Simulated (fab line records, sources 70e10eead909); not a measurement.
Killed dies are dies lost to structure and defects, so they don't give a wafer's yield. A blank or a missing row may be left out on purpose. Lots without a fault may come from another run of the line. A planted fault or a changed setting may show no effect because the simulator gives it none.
fab line records | flow nand_harc
record lots=7 wafers=21 last_day=33
route steps=1302 shown A_CONTACT@999 END@1302
lots that met no fault: from a run of the same line without faults
start_h: hours from the record's first day to the start of the lot's first wafer shown | wait_h: hours since the lot's step before | " the same as in the row above | L1.1+2: a row that stands for several wafers | - no value, or no start given | * or withheld: withheld | < > ~ a bound
route shown NAME@n: a module of which the file shows steps, and the number in the route of the first | usual: mean/standard deviation of fault-free wafers | same: alike in all rows | chamber/n: place in a boat | sites: the reading at each site | _std_site: their standard deviation | _edge_site: outer sites' mean less inner sites' | radius_mm: how far each site lies from the wafer's centre | mask NAME#n: copy n | behind: the tool/chamber that last shaped the wafer | hold: why the lot was held/for how many hours/how that ended | device: the transistor (n, p or np) that didn't switch | end of line: the same wafers' tests at the end of the route | a step without rows: its recipe alone | killed: dies lost to structure and defects at the first sort, not the wafer's yield | map: a wafer's dies, x killed, . not, _ none there
set.NAME: the setting as run; set.NAME@STEP: as run at that earlier step | model.NAME: the simulator's own value behind a step, which no gauge read
lots at some steps of the route; a table a step, a row a wafer
services: from which hour (start_h, from the record's first day; less than 0 if before it) a tool's chamber was out of use, for how many hours, and why
## steps
# step NHARC_A_CONTACT_INSPECT_44
# usual raw_defect_count=77/36
# columns lot.wafer tool chamber start_h wait_h raw_defect_count
L782.2 defect_inspect-02 - 566.38 0.0 106
L782.5 " - " " 113
L782.6 " - " " 120
L784.2 defect_inspect-02 - 622.57 0.0 134
L784.3 " - " " 154
L784.5 " - " " 157
L791.1 defect_inspect-01 - 642.82 0.0 72
L791.2 " - " " 57
L791.5 " - " " 75
L790.2 defect_inspect-02 - 643.18 0.0 95
L790.4 " - " " 106
L790.6 " - " " 89
L788.3 defect_inspect-02 - 644.75 0.0 50
L788.5 " - " " 44
L788.6 " - " " 46
L795.2 defect_inspect-01 - 699.34 0.0 71
L795.3 " - " " 56
L795.5 " - " " 57
L797.1 defect_inspect-01 - 722.30 0.0 28
L797.3 " - " " 19
L797.5 " - " " 19
# step NHARC_A_CONTACT_DESCUM_47
# recipe time_s=3 o2_flow_sccm=200 ar_flow_sccm=0 bias_power_w=0 chemistry=O2
# step NHARC_A_CONTACT_ETCH_48
# recipe target_depth_a=390 over_etch_frac=0.3 time_s=65 ion_energy_ev=80 cf4_flow_sccm=150 ar_flow_sccm=0 rf_w=300 bias_w=100 chemistry=CF4
# usual bias_w=100.0/0.3 cf4_flow_sccm=150.0/0.4 drypump_motor_current_A=5.7/0.33 oes_product_au=1.001/0.011 rf_fwd_power_W=297.5/1.2 rf_vpp_V=150.9/1.4 showerhead_plenum_p_Torr=1.74/0.084 throttle_valve_pct=13.282/0.0088
# columns lot.wafer tool chamber start_h wait_h bias_w cf4_flow_sccm drypump_motor_current_A oes_product_au rf_fwd_power_W rf_hours_counter_h rf_vpp_V showerhead_plenum_p_Torr throttle_valve_pct
L782.2 rie_diel-07 3 566.56 0.1 100.0 149.4 5.4 1.010 296.5 14 149.0 1.69 13.282
L782.5 " 2 " " 99.7 150.2 5.7 1.033 299.1 - 150.4 1.70 13.276
L782.6 " 3 " " 99.9 149.9 5.4 1.010 296.6 - 151.2 1.69 13.279
L784.2 rie_diel-11 0 622.72 0.1 99.8 149.4 6.1 0.997 298.9 0 152.8 1.89 13.289
L784.3 " 3 " " 99.7 149.9 5.2 0.989 298.0 0 148.1 1.68 13.303
L784.5 " 1 " " 100.0 150.6 5.5 1.002 298.5 - 153.0 1.85 13.277
L791.2 rie_diel-11 2 642.97 0.1 100.0 149.8 6.1 1.000 296.7 10 149.3 1.72 13.288
L791.1 " 0 " " 99.5 150.4 6.2 1.014 297.1 10 151.8 1.89 13.287
L791.5 " 2 " " 100.0 149.6 6.1 0.998 296.5 - 149.9 1.72 13.278
L790.2 rie_diel-11 2 643.48 0.1 99.8 149.6 6.1 0.989 297.1 11 151.3 1.72 13.291
L790.4 " 0 " " 99.9 150.3 6.2 0.992 298.4 11 154.4 1.89 13.282
L790.6 " 2 " " 99.8 150.4 6.1 0.991 297.3 - 149.7 1.72 13.273
L788.3 rie_diel-11 0 646.02 0.8 100.2 149.8 6.1 1.006 297.8 12 152.6 1.89 13.295
L788.5 " 1 " " 100.1 149.6 5.5 1.003 299.3 - 152.7 1.84 13.280
L788.6 " 2 " " 100.3 150.4 6.1 0.997 295.1 - 150.1 1.72 13.294
L795.3 rie_diel-11 0 699.48 0.1 99.8 150.5 6.1 1.010 297.3 32 152.7 1.88 13.292
L795.2 " 1 " " 99.7 149.8 5.5 1.010 299.1 33 152.3 1.84 13.286
L795.5 " 1 " " 100.0 150.5 5.5 1.003 298.0 - 151.3 1.84 13.287
L797.1 rie_diel-07 2 722.46 0.1 99.6 149.7 5.6 0.996 298.7 2 151.0 1.69 13.298
L797.3 " 3 " " 100.1 150.1 5.4 0.999 295.8 2 149.4 1.68 13.288
L797.5 " 0 " " 100.1 150.3 5.8 0.998 297.3 - 149.3 1.65 13.284
# step NHARC_A_CONTACT_ETCH_49
# recipe target_depth_a=2600 over_etch_frac=0.3 time_s=475.3 ion_energy_ev=200 n2_flow_sccm=150 h2_flow_sccm=150 ar_flow_sccm=0 rf_w=400 bias_w=150 chemistry=N2/H2
# step NHARC_A_CONTACT_ETCH_50
# recipe target_depth_a=1210 time_s=60.5 cf4_flow_sccm=100 chf3_flow_sccm=30 ar_flow_sccm=0 rf_w=500 bias_w=200 chemistry=CF4/CHF3
# usual bias_w=200.0/0.62 cf4_flow_sccm=100.0/0.32 drypump_motor_current_A=5.7/0.33 oes_product_au=0.950/0.025 rf_fwd_power_W=495.4/2 rf_vpp_V=369.5/2.5 showerhead_plenum_p_Torr=1.54/0.074 throttle_valve_pct=16.803/0.0085
# columns lot.wafer tool chamber start_h wait_h bias_w cf4_flow_sccm drypump_motor_current_A oes_product_au rf_fwd_power_W rf_hours_counter_h rf_vpp_V showerhead_plenum_p_Torr throttle_valve_pct
L782.2 rie_diel-07 0 - - 200.5 99.6 5.8 0.974 496.3 13 365.9 1.47 16.816
L782.6 " 3 " " 200.4 100.4 5.4 0.969 492.9 - 368.0 1.50 16.804
L782.5 " 0 " " 199.7 100.1 5.9 0.969 495.6 - 367.1 1.47 16.803
L784.2 rie_diel-11 1 - - 200.0 99.9 5.5 0.959 498.5 0 371.9 1.64 16.798
L784.3 " 0 " " 199.2 100.0 6.1 0.974 497.4 0 373.8 1.69 16.807
L784.5 " 2 " " 200.6 99.9 6.1 0.953 495.7 - 369.3 1.53 16.819
L791.2 rie_diel-11 2 - - 199.1 100.0 6.1 0.952 493.7 11 368.4 1.53 16.793
L791.1 " 3 " " 200.3 100.0 5.1 0.941 493.9 10 368.2 1.49 16.817
L791.5 " 3 " " 199.4 100.1 5.1 0.936 493.2 - 368.2 1.49 16.795
L790.4 rie_diel-11 0 - - 200.5 100.3 6.1 0.921 498.8 11 374.8 1.68 16.789
L790.2 " 1 " " 200.6 99.7 5.5 0.911 498.0 12 372.0 1.64 16.814
L790.6 " 3 " " 199.8 100.1 5.1 0.923 495.7 - 368.3 1.49 16.804
L788.3 rie_diel-11 2 - - 199.3 100.2 6.1 0.936 492.5 13 370.9 1.53 16.789
L788.5 " 0 " " 200.3 99.7 6.1 0.926 495.6 - 374.1 1.68 16.786
L788.6 " 1 " " 200.3 100.3 5.5 0.941 497.0 - 373.8 1.64 16.809
L795.3 rie_diel-11 2 - - 200.7 99.8 6.1 0.908 494.1 32 368.7 1.52 16.806
L795.2 " 3 " " 200.4 100.3 5.1 0.920 495.1 31 367.9 1.48 16.798
L795.5 " 1 " " 199.8 99.7 5.5 0.918 499.7 - 372.1 1.64 16.801
L797.3 rie_diel-07 0 - - 200.4 100.1 5.8 0.960 496.8 2 366.3 1.47 16.793
L797.1 " 2 " " 200.1 100.0 5.7 0.952 496.4 2 367.3 1.51 16.803
L797.5 " 0 " " 199.8 100.2 5.8 0.974 494.9 - 366.2 1.47 16.813
# step NHARC_A_CONTACT_ETCH_51
# recipe target_depth_a=70000 over_etch_frac=0.3 time_s=1820 ion_energy_ev=150 o2_flow_sccm=400 cos_flow_sccm=20 ar_flow_sccm=0 rf_w=500 bias_w=300 chemistry=O2/COS
# step NHARC_A_CONTACT_ETCH_111
# recipe source_w=withheld pressure_mtorr=20 bias_v=withheld time_s=140 target_depth_a=7000 ar_flow_sccm=withheld c4f8_flow_sccm=withheld o2_flow_sccm=withheld chemistry=C4F8/O2/Ar
# usual chamber_pressure_mTorr=20.002/0.018 oes_air_line_au=1.000/0.021
# columns lot.wafer tool chamber start_h wait_h chamber_pressure_mTorr oes_air_line_au rf_hours_counter_h
L782.2 har_cap_etch-03 0 568.62 - 20.002 1.005 55
L782.5 " 0 " " 19.999 1.032 -
L782.6 " 1 " " 19.982 1.031 -
L784.2 har_cap_etch-01 1 624.51 - 19.992 0.988 15
L784.3 " 0 " " 19.995 1.014 -
L784.5 " 1 " " 19.989 1.023 -
L791.1 har_cap_etch-02 1 644.98 - 19.991 0.989 111
L791.2 " 0 " " 19.978 0.992 111
L791.5 " 0 " " 19.988 0.975 -
L790.2 har_cap_etch-03 1 646.48 - 20.018 1.004 68
L790.4 " 0 " " 20.014 1.001 -
L790.6 " 1 " " 20.005 1.011 -
L788.3 har_cap_etch-01 1 647.94 - 20.011 1.020 -
L788.5 " 1 " " 20.006 1.010 -
L788.6 " 0 " " 20.022 1.025 -
L795.2 har_cap_etch-03 1 701.21 - 19.993 1.007 78
L795.3 " 1 " " 19.963 0.962 -
L795.5 " 1 " " 20.013 0.993 -
L797.1 har_cap_etch-02 0 724.22 - 19.984 0.993 127
L797.3 " 0 " " 20.036 0.997 -
L797.5 " 1 " " 19.993 1.004 -
# step NHARC_A_CONTACT_ETCH_112
# recipe source_w=withheld pressure_mtorr=20 bias_v=3000 time_s=190 target_depth_a=18500 ar_flow_sccm=withheld c4f8_flow_sccm=withheld o2_flow_sccm=withheld chemistry=C4F8/O2/Ar
# step NHARC_A_CONTACT_ETCH_113
# recipe source_w=withheld pressure_mtorr=20 bias_v=3000 time_s=190 target_depth_a=18500 ar_flow_sccm=withheld c4f8_flow_sccm=withheld o2_flow_sccm=withheld chemistry=C4F8/O2/Ar
# step NHARC_A_CONTACT_ETCH_114
# recipe source_w=withheld pressure_mtorr=20 bias_v=3000 time_s=190 target_depth_a=18500 ar_flow_sccm=withheld c4f8_flow_sccm=withheld o2_flow_sccm=withheld chemistry=C4F8/O2/Ar
# usual chamber_pressure_mTorr=19.999/0.019 oes_air_line_au=0.999/0.021
# columns lot.wafer tool chamber start_h wait_h chamber_pressure_mTorr oes_air_line_au rf_hours_counter_h
L782.2 har_cap_etch-03 0 569.16 0.1 19.999 1.008 55
L782.5 " 0 " " 19.985 0.976 -
L782.6 " 1 " " 19.975 1.008 -
L784.2 har_cap_etch-01 1 625.23 0.2 19.998 1.002 15
L784.3 " 0 " " 19.974 1.010 -
L784.5 " 1 " " 20.009 0.998 -
L791.1 har_cap_etch-02 1 645.53 0.1 20.011 1.022 111
L791.2 " 0 " " 19.976 1.003 111
L791.5 " 0 " " 20.024 1.034 -
L790.2 har_cap_etch-03 1 647.02 0.1 19.995 0.996 68
L790.4 " 0 " " 20.019 1.028 -
L790.6 " 1 " " 20.011 0.998 -
L788.3 har_cap_etch-01 1 648.47 0.1 20.003 0.966 -
L788.5 " 1 " " 20.010 1.005 -
L788.6 " 0 " " 20.026 0.976 -
L795.2 har_cap_etch-03 1 701.75 0.1 20.000 1.005 78
L795.3 " 1 " " 19.987 0.999 -
L795.5 " 1 " " 19.995 0.973 -
L797.1 har_cap_etch-02 0 724.93 0.2 19.991 0.962 127
L797.3 " 0 " " 20.005 0.988 -
L797.5 " 1 " " 19.975 1.042 -
# step NHARC_A_CONTACT_ETCH_115
# recipe source_w=withheld pressure_mtorr=20 bias_v=3000 time_s=190 target_depth_a=18500 ar_flow_sccm=withheld c4f8_flow_sccm=withheld o2_flow_sccm=withheld chemistry=C4F8/O2/Ar
# usual chamber_pressure_mTorr=20.001/0.018 oes_air_line_au=0.995/0.021
# columns lot.wafer tool chamber start_h wait_h chamber_pressure_mTorr oes_air_line_au rf_hours_counter_h
L782.2 har_cap_etch-03 0 569.33 0.1 19.991 0.981 55
L782.5 " 0 " " 19.999 0.997 -
L782.6 " 1 " " 19.978 1.007 -
L784.2 har_cap_etch-01 1 625.46 0.2 20.003 0.992 15
L784.3 " 0 " " 19.976 1.019 -
L784.5 " 1 " " 19.989 0.999 -
L791.1 har_cap_etch-02 1 645.70 0.1 20.004 1.018 111
L791.2 " 0 " " 20.007 0.971 111
L791.5 " 0 " " 20.008 0.991 -
L790.2 har_cap_etch-03 1 647.18 0.1 19.994 0.973 68
L790.4 " 0 " " 20.001 0.967 -
L790.6 " 1 " " 20.010 1.030 -
L788.3 har_cap_etch-01 1 648.64 0.1 19.987 0.989 -
L788.5 " 1 " " 19.973 1.036 -
L788.6 " 0 " " 20.005 0.979 -
L795.2 har_cap_etch-03 1 701.92 0.1 20.013 0.974 78
L795.3 " 1 " " 19.988 0.997 -
L795.5 " 1 " " 19.997 0.973 -
L797.1 har_cap_etch-02 0 725.16 0.2 20.009 0.977 127
L797.3 " 0 " " 19.999 1.024 -
L797.5 " 1 " " 19.999 1.004 -
# step NHARC_A_CONTACT_ETCH_116
# recipe source_w=withheld pressure_mtorr=20 bias_v=3000 time_s=190 target_depth_a=18500 ar_flow_sccm=withheld c4f8_flow_sccm=withheld o2_flow_sccm=withheld chemistry=C4F8/O2/Ar
# step NHARC_A_CONTACT_ETCH_117
# recipe source_w=withheld pressure_mtorr=20 bias_v=3000 time_s=190 target_depth_a=18500 ar_flow_sccm=withheld c4f8_flow_sccm=withheld o2_flow_sccm=withheld chemistry=C4F8/O2/Ar
# usual chamber_pressure_mTorr=20.001/0.019 oes_air_line_au=1.000/0.02
# columns lot.wafer tool chamber start_h wait_h chamber_pressure_mTorr oes_air_line_au rf_hours_counter_h
L782.2 har_cap_etch-03 0 569.67 0.1 20.025 1.018 56
L782.5 " 0 " " 20.023 1.010 -
L782.6 " 1 " " 19.974 0.953 -
L784.2 har_cap_etch-01 1 625.91 0.2 19.977 0.953 16
L784.3 " 0 " " 20.013 1.012 -
L784.5 " 1 " " 20.017 0.970 -
L791.1 har_cap_etch-02 1 646.04 0.1 - - -
L791.2 " 0 " " - - -
L791.5 " 0 " " - - -
L790.2 har_cap_etch-03 1 647.52 0.1 - - -
L790.4 " 0 " " - - -
L790.6 " 1 " " - - -
L788.3 har_cap_etch-01 1 648.97 0.1 - - -
L788.5 " 1 " " - - -
L788.6 " 0 " " - - -
L795.2 har_cap_etch-03 1 702.26 0.1 20.008 1.009 79
L795.3 " 1 " " 20.014 0.982 -
L795.5 " 1 " " 19.985 1.011 -
L797.1 har_cap_etch-02 0 725.61 0.2 20.002 0.992 128
L797.3 " 0 " " 19.984 0.973 -
L797.5 " 1 " " 19.974 1.002 -
# step NHARC_A_CONTACT_ETCH_118
# recipe source_w=withheld pressure_mtorr=20 bias_v=3000 time_s=190 target_depth_a=18500 ar_flow_sccm=withheld c4f8_flow_sccm=withheld o2_flow_sccm=withheld chemistry=C4F8/O2/Ar
# step NHARC_END_SORT_01
# recipe temp_c=25
# usual killed_at_array=56/18 killed_at_other=1.4/1.5 killed_at_periphery=4/3.1 killed_dies=61/19 killed_open=3.5/1.8 killed_short=2.4/1.4
# same gross_dies=677
# columns lot.wafer tool chamber start_h wait_h killed_at_array killed_at_other killed_at_periphery killed_dies killed_open killed_short
L782.2 prober-01 0 636.53 2.8 67 0 11 78 4 3
L782.5 prober-01 0 638.95 3.7 78 0 7 85 4 1
L782.6 prober-01 0 639.76 4.0 74 1 8 83 5 3
L784.2 prober-01 0 701.83 2.8 76 0 9 85 3 3
L784.3 prober-01 0 702.62 3.0 96 2 5 103 2 4
L784.5 prober-01 0 704.19 3.6 57 0 9 66 2 1
L791.1 prober-02 0 714.39 2.5 671 4 2 677 6 2
L791.2 prober-02 0 715.19 2.8 671 2 4 677 3 7
L791.5 prober-02 0 717.60 3.7 673 3 1 677 4 1
L790.2 prober-01 0 722.57 2.8 671 0 6 677 4 3
L790.4 prober-01 0 724.17 3.4 671 1 5 677 2 2
L790.6 prober-01 0 725.77 4.0 673 1 3 677 6 7
L788.3 prober-02 0 730.84 3.1 675 1 1 677 1 3
L788.5 prober-02 0 732.41 3.6 675 2 0 677 2 2
L788.6 prober-02 0 733.19 3.9 669 3 5 677 6 1
L797.1 prober-02 0 798.67 2.5 37 1 7 45 9 2
L797.3 prober-02 0 800.28 3.1 25 0 2 27 0 2
L797.5 prober-02 0 801.89 3.7 34 1 2 37 5 1
# killed by level:class
L782.2 A_CHANNEL_HOLE_D1:chamber_film_flake=35 A_SLIT:chamber_film_flake=19 A_CHANNEL_HOLE_D2:chamber_film_flake=4 P_M2:chamber_film_flake=3 P_BONDPAD:chamber_film_flake=3 A_CHANNEL_FILL_D1:geometric_particle:open=2 P_STI:chamber_film_flake=2 P_GATE:geometric_particle:short=1
L782.5 A_CHANNEL_HOLE_D1:chamber_film_flake=31 A_SLIT:chamber_film_flake=27 A_CHANNEL_HOLE_D2:chamber_film_flake=12 P_BONDPAD:chamber_film_flake=5 A_M0:geometric_particle:open=2 A_ONON_D2:geometric_particle:open=1 A_WL_FILL:geometric_particle:short=1 A_WL_FILL:geometric_particle:open=1
L782.6 A_SLIT:chamber_film_flake=26 A_CHANNEL_HOLE_D1:chamber_film_flake=22 A_CHANNEL_HOLE_D2:chamber_film_flake=15 P_BONDPAD:chamber_film_flake=3 P_STI:chamber_film_flake=2 P_GATE:chamber_film_flake=2 P_M0:geometric_particle:open=1 A_ONON_D1:geometric_particle:open=1
L784.2 A_CHANNEL_HOLE_D1:chamber_film_flake=23 A_SLIT:chamber_film_flake=23 A_CHANNEL_HOLE_D2:chamber_film_flake=19 P_BONDPAD:chamber_film_flake=6 A_CONTACT:chamber_film_flake=5 P_M0:geometric_particle:short=1 P_M0:geometric_particle:open=1 A_ONON_D1:geometric_particle:open=1
L784.3 A_CHANNEL_HOLE_D1:chamber_film_flake=36 A_SLIT:chamber_film_flake=28 A_CONTACT:chamber_film_flake=13 A_CHANNEL_HOLE_D2:chamber_film_flake=10 P_BONDPAD:chamber_film_flake=4 A_WL_FILL:geometric_particle:short=2 P_CONTACT:geometric_particle:open=1 A_ONON_D1:geometric_particle:open=1
L784.5 A_CHANNEL_HOLE_D1:chamber_film_flake=22 A_SLIT:chamber_film_flake=14 A_CHANNEL_HOLE_D2:chamber_film_flake=12 A_CONTACT:chamber_film_flake=4 P_BONDPAD:chamber_film_flake=3 P_GATE:chamber_film_flake=2 P_CONTACT:geometric_particle:open=1 P_M0:geometric_particle:open=1
L791.1 A_CONTACT:area_etch=613 A_CHANNEL_HOLE_D1:chamber_film_flake=33 A_SLIT:chamber_film_flake=8 A_CONTACT:chamber_film_flake=8 THIN_TSV:chamber_film_flake=3 A_STAIRCASE:chamber_film_flake=2 P_GATE:geometric_particle:open=1 P_CONTACT:geometric_particle:open=1
L791.2 A_CONTACT:area_etch=616 A_CHANNEL_HOLE_D1:chamber_film_flake=28 A_CONTACT:chamber_film_flake=9 A_SLIT:chamber_film_flake=5 A_DECK1_JOINT:geometric_particle:open=2 A_WL_FILL:chamber_film_flake=2 A_CHANNEL_FILL_D1:chamber_film_flake=2 THIN_TSV:chamber_film_flake=2
L791.5 A_CONTACT:area_etch=617 A_CHANNEL_HOLE_D1:chamber_film_flake=36 A_SLIT:chamber_film_flake=8 A_CONTACT:chamber_film_flake=5 THIN_TSV:chamber_film_flake=3 A_CHANNEL_HOLE_D1:geometric_particle:open=2 P_M1:geometric_particle:open=1 A_CHANNEL_FILL_D1:geometric_particle:short=1
L790.2 A_CONTACT:area_etch=622 A_SLIT:chamber_film_flake=22 A_CHANNEL_HOLE_D2:chamber_film_flake=10 A_BLC:chamber_film_flake=4 A_CHANNEL_HOLE_D1:chamber_film_flake=3 P_GATE:chamber_film_flake=2 A_WL_FILL:chamber_film_flake=2 A_CONTACT:chamber_film_flake=2
L790.4 A_CONTACT:area_etch=611 A_CHANNEL_HOLE_D2:chamber_film_flake=22 A_SLIT:chamber_film_flake=19 A_CHANNEL_HOLE_D1:chamber_film_flake=9 P_GATE:chamber_film_flake=5 A_SGD_CUT:chamber_film_flake=4 A_CHANNEL_FILL_D1:geometric_particle:short=1 A_CHANNEL_FILL_D1:geometric_particle:open=1
L790.6 A_CONTACT:area_etch=611 A_SLIT:chamber_film_flake=24 A_CHANNEL_HOLE_D2:chamber_film_flake=11 A_CHANNEL_HOLE_D1:chamber_film_flake=9 A_CHANNEL_FILL_D2:geometric_particle:short=2 A_M0:geometric_particle:open=2 A_STAIRCASE:chamber_film_flake=2 A_CONTACT:chamber_film_flake=2
L788.3 A_CONTACT:area_etch=637 A_CHANNEL_HOLE_D2:chamber_film_flake=17 A_CHANNEL_HOLE_D1:chamber_film_flake=8 A_SLIT:chamber_film_flake=4 A_CONTACT:chamber_film_flake=3 A_SOURCE_PLATE:geometric_particle:short=1 A_CHANNEL_FILL_D1:geometric_particle:open=1 A_CHANNEL_FILL_D1:geometric_particle:short=1
L788.5 A_CONTACT:area_etch=632 A_CHANNEL_HOLE_D2:chamber_film_flake=22 A_CHANNEL_HOLE_D1:chamber_film_flake=11 A_SLIT:chamber_film_flake=3 A_WL_FILL:geometric_particle:short=2 THIN_TSV:chamber_film_flake=2 A_CHANNEL_FILL_D1:geometric_particle:open=1 A_M0:geometric_particle:open=1
L788.6 A_CONTACT:area_etch=630 A_CHANNEL_HOLE_D2:chamber_film_flake=20 A_CHANNEL_HOLE_D1:chamber_film_flake=6 A_SLIT:chamber_film_flake=5 THIN_TSV:chamber_film_flake=2 P_CONTACT:geometric_particle:open=1 P_M0:geometric_particle:open=1 A_CHANNEL_FILL_D1:geometric_particle:short=1
L797.1 A_CONTACT:chamber_film_flake=10 A_SLIT:chamber_film_flake=7 A_STAIRCASE:chamber_film_flake=6 P_ZERO_WELL:chamber_film_flake=4 A_ONON_D2:geometric_particle:open=2 A_CHANNEL_HOLE_D1:chamber_film_flake=2 A_DECK1_JOINT:chamber_film_flake=2 P_CONTACT:geometric_particle:open=1
L797.3 A_SLIT:chamber_film_flake=9 A_CONTACT:chamber_film_flake=7 P_STI:chamber_film_flake=2 A_CHANNEL_HOLE_D1:chamber_film_flake=2 A_CHANNEL_FILL_D2:chamber_film_flake=2 A_ONON_D1:geometric_particle:short=1 A_CHANNEL_FILL_D2:geometric_particle:short=1 A_CHANNEL_HOLE_D2:chamber_film_flake=1
L797.5 A_CONTACT:chamber_film_flake=12 A_SLIT:chamber_film_flake=8 A_CHANNEL_HOLE_D2:chamber_film_flake=4 A_STAIRCASE:chamber_film_flake=2 A_M1:chamber_film_flake=2 P_CONTACT:geometric_particle:open=1 P_M1:geometric_particle:short=1 A_CHANNEL_FILL_D1:geometric_particle:open=1
# map L788.3 (x killed, . not)
____________x____________
_________xxxxxxx_________
_______xxxxxxxxxxx_______
______xxxxxxxxxxxxx______
_____xxxxxxxxxxxxxxx_____
____xxxxxxxxxxxxxxxxx____
____xxxxxxxxxxxxxxxxx____
___xxxxxxxxxxxxxxxxxxx___
___xxxxxxxxxxxxxxxxxxx___
__xxxxxxxxxxxxxxxxxxxxx__
__xxxxxxxxxxxxxxxxxxxxx__
_xxxxxxxxxxxxxxxxxxxxxxx_
_xxxxxxxxxxxxxxxxxxxxxxx_
_xxxxxxxxxxxxxxxxxxxxxxx_
_xxxxxxxxxxxxxxxxxxxxxxx_
_xxxxxxxxxxxxxxxxxxxxxxx_
xxxxxxxxxxxxxxxxxxxxxxxxx
xxxxxxxxxxxxxxxxxxxxxxxxx
xxxxxxxxxxxxxxxxxxxxxxxxx
xxxxxxxxxxxxxxxxxxxxxxxxx
xxxxxxxxxxxxxxxxxxxxxxxxx
_xxxxxxxxxxxxxxxxxxxxxxx_
_xxxxxxxxxxxxxxxxxxxxxxx_
_xxxxxxxxxxxxxxxxxxxxxxx_
_xxxxxxxxxxxxxxxxxxxxxxx_
_xxxxxxxxxxxxxxxxxxxxxxx_
__xxxxxxxxxxxxxxxxxxxxx__
__xxxxxxxxxxxxxxxxxxxxx__
___xxxxxxxxxxxxxxxxxxx___
___xxxxxxxxxxxxxxxxxxx___
____xxxxxxxxxxxxxxxxx____
____xxxxxxxxxxxxxxxxx____
_____xxxxxxxxxxxxxxx_____
______xxxxxxxxxxxxx______
_______xxxxxxxxxxx_______
_________xxxxxxx_________
____________x____________
# map L790.2 (x killed, . not)
____________x____________
_________xxxxxxx_________
_______xxxxxxxxxxx_______
______xxxxxxxxxxxxx______
_____xxxxxxxxxxxxxxx_____
____xxxxxxxxxxxxxxxxx____
____xxxxxxxxxxxxxxxxx____
___xxxxxxxxxxxxxxxxxxx___
___xxxxxxxxxxxxxxxxxxx___
__xxxxxxxxxxxxxxxxxxxxx__
__xxxxxxxxxxxxxxxxxxxxx__
_xxxxxxxxxxxxxxxxxxxxxxx_
_xxxxxxxxxxxxxxxxxxxxxxx_
_xxxxxxxxxxxxxxxxxxxxxxx_
_xxxxxxxxxxxxxxxxxxxxxxx_
_xxxxxxxxxxxxxxxxxxxxxxx_
xxxxxxxxxxxxxxxxxxxxxxxxx
xxxxxxxxxxxxxxxxxxxxxxxxx
xxxxxxxxxxxxxxxxxxxxxxxxx
xxxxxxxxxxxxxxxxxxxxxxxxx
xxxxxxxxxxxxxxxxxxxxxxxxx
_xxxxxxxxxxxxxxxxxxxxxxx_
_xxxxxxxxxxxxxxxxxxxxxxx_
_xxxxxxxxxxxxxxxxxxxxxxx_
_xxxxxxxxxxxxxxxxxxxxxxx_
_xxxxxxxxxxxxxxxxxxxxxxx_
__xxxxxxxxxxxxxxxxxxxxx__
__xxxxxxxxxxxxxxxxxxxxx__
___xxxxxxxxxxxxxxxxxxx___
___xxxxxxxxxxxxxxxxxxx___
____xxxxxxxxxxxxxxxxx____
____xxxxxxxxxxxxxxxxx____
_____xxxxxxxxxxxxxxx_____
______xxxxxxxxxxxxx______
_______xxxxxxxxxxx_______
_________xxxxxxx_________
____________x____________
## services
# columns tool chamber start_h hours kind
rie_diel-11 0 543.93 - clean
rie_diel-11 1 543.93 - clean
rie_diel-11 2 543.93 - clean
rie_diel-11 3 543.93 - clean
rie_diel-07 1 556.54 21.6 repair
rie_diel-11 0 568.80 - clean
rie_diel-11 1 568.80 - clean
rie_diel-11 2 568.80 - clean
rie_diel-11 3 568.80 - clean
rie_diel-07 - 586.78 0.6 repair
rie_diel-11 0 593.32 - clean
rie_diel-11 1 593.32 - clean
rie_diel-11 2 593.32 - clean
rie_diel-11 3 593.32 - clean
rie_diel-11 - 611.04 9.0 pm
rie_diel-11 0 611.04 9.0 vent_cycle
rie_diel-11 1 611.04 9.0 vent_cycle
rie_diel-11 2 611.04 9.0 vent_cycle
rie_diel-11 3 611.04 9.0 vent_cycle
rie_diel-11 0 620.04 - clean
rie_diel-11 0 620.04 - consumable_replace:focus_ring
har_cap_etch-02 - 683.72 0.6 repair
rie_diel-11 0 700.93 5.1 repair
rie_diel-07 - 704.90 9.0 pm
## key
first_sign step=NHARC_A_CONTACT_ETCH_117 reading=tool_record direction=missing
effect step=NHARC_END_SORT_01 reading=killed_at_array direction=up sigmas=34 usual=56 struck=672
more_kills_born_at NHARC_A_CONTACT_ETCH_117@har_cap_etch-01=1899 NHARC_A_CONTACT_ETCH_117@har_cap_etch-02=1846 NHARC_A_CONTACT_ETCH_117@har_cap_etch-03=1844
met_at NHARC_A_CONTACT_ETCH_117
struck_wafers L788.3,L788.5,L788.6,L790.2,L790.4,L790.6,L791.1,L791.2,L791.5
later_rows_left_out L788.3,L788.5,L788.6,L790.2,L790.4,L790.6,L791.1,L791.2,L791.5
tester_left_out L788,L790,L791
onset_between 625.91 646.04
fault kind=skipped_step_whole tool=har_cap_etch-01,har_cap_etch-02,har_cap_etch-03 chamber=- onset_h=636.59 steps=NHARC_A_CONTACT_ETCH_117 scope=struck_lots_only
# tester_left_out: of these lots the tester's yield and bins aren't shown, on N5 and GAA mostly nor the transistor test; their killed dies are dies lost to structure and defects alone, not to doping, threshold or leakage, so they don't give the yield
# later_rows_left_out: the simulator's readings of these wafers behind a module that went badly wrong aren't trusted and aren't shown, but for the sort
